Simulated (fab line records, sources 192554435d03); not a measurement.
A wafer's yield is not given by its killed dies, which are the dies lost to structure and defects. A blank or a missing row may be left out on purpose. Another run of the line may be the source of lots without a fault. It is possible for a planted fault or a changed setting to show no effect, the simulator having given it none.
Problem report, 8D (eight disciplines) form, completed by code | flow n5-finfet | the parts of the form that need people (team, actions taken, sign-off) are left out

1. THE PROBLEM
susceptor-temp-C at N5_FIN_SAQP_SPACER2_ALD_28 reads a mean of 310.22 C on 3 wafers of 2 lots; wafers without a fault read 299.96 C with a standard deviation of 0.2. That puts it +51 standard deviations away from the usual mean.
The step: deposits SiO2, target thk 8.1 nm, pulse time 1 s, purge time 2 s.
Earliest sighting: wafer L371.2 on ald-sin-03 at day 6 07:17. The record holds 18 wafers of 6 lots with a number at this step. The rule behind "out" and "out of limits": a value lying over 4 standard deviations away from the usual mean. The rest of the wafers with a number are treated as sound.

2. WHAT IT IS, AND WHAT IT ISN'T
question                    | is                     | is not
which readings at this step | susceptor-temp-C       | precursor-pulse-height-rel
which lots                  | L371, L375             | L354, L358, L372, L377
which wafers of those lots  | L371.2, L375.3, L375.5 | L371.1, L371.6, L375.2
read on which tools         | ald-sin-03             | ald-sin-01, ald-sin-04
when                        | from day 6 07:17       | up to then (8 sound wafers); but 7 sound wafers of L372, L375, L377 came after

3. WHAT RULES OUT EACH SUSPECT
Counting: if a tool at a process step up to the reading ran every lot that is out, it stays a suspect. Sound lots after the first of them don't rule it out here, since some wafers of a struck lot are sound.
- vapor-etch-02 at N5_FIN_SAQP_RECESS_63 (chemistry HF/NH3, target SiO2, target depth 18 nm, afs cycles 3, sublimation time 60 s): kept. It ran every lot that is out, first L371 (day 6 06:32).
- ald-sin-03 at N5_FIN_SAQP_SPACER2_ALD_28 (deposits SiO2, target thk 8.1 nm, pulse time 1 s, purge time 2 s): kept. It processed each lot that is out (first: L371, day 6 07:17); up to then, its last sound lot is L354 (day 2 02:32). Out on those wafers are its own readings of susceptor-temp-C.
- ald-sin-03, N5_FIN_SAQP_SPACER2_ALD_28: wafers that are out in chamber 2, sound lot-mates in chambers 0, 1, 3.
What counting leaves: vapor-etch-02 at N5_FIN_SAQP_RECESS_63 and ald-sin-03 at N5_FIN_SAQP_SPACER2_ALD_28.

4. THE CAUSE (what the simulator had put in)
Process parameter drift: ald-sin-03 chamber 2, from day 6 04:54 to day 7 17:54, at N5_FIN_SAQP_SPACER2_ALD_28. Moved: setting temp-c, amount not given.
After counting, 2 suspects remain, this tool included.

5. THE CHAIN OF EFFECTS, in route order
Each row: a reading where the mean over the struck wafers with a number is more than 3 standard deviations away from the usual. Only readings whose record carries a usual standard deviation are examined. hours: median over the lots of the time between each lot's start at the first step of this table that gives one and its start at this step. sigmas: the change, counted in usual standard deviations.
hours | step                       | reading          | usual    | on struck wafers | change | sigmas
0     | N5_FIN_SAQP_SPACER2_ALD_28 | susceptor-temp-C | 299.96 C | 310.22           | +10.26 | +51
Its process steps:
- N5_FIN_SAQP_SPACER2_ALD_28: deposits SiO2, target thk 8.1 nm, pulse time 1 s, purge time 2 s.
Later measuring or inspecting steps at which every struck wafer that the step has a row for has a number for every such reading, and none has moved that far: N5_BEOL_M4_RC_MEAS_101.

6. WHAT WOULD HAVE CAUGHT IT SOONER
The fault began at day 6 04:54; the first out-of-limits reading in this record came at day 6 07:17, 2 hours later.
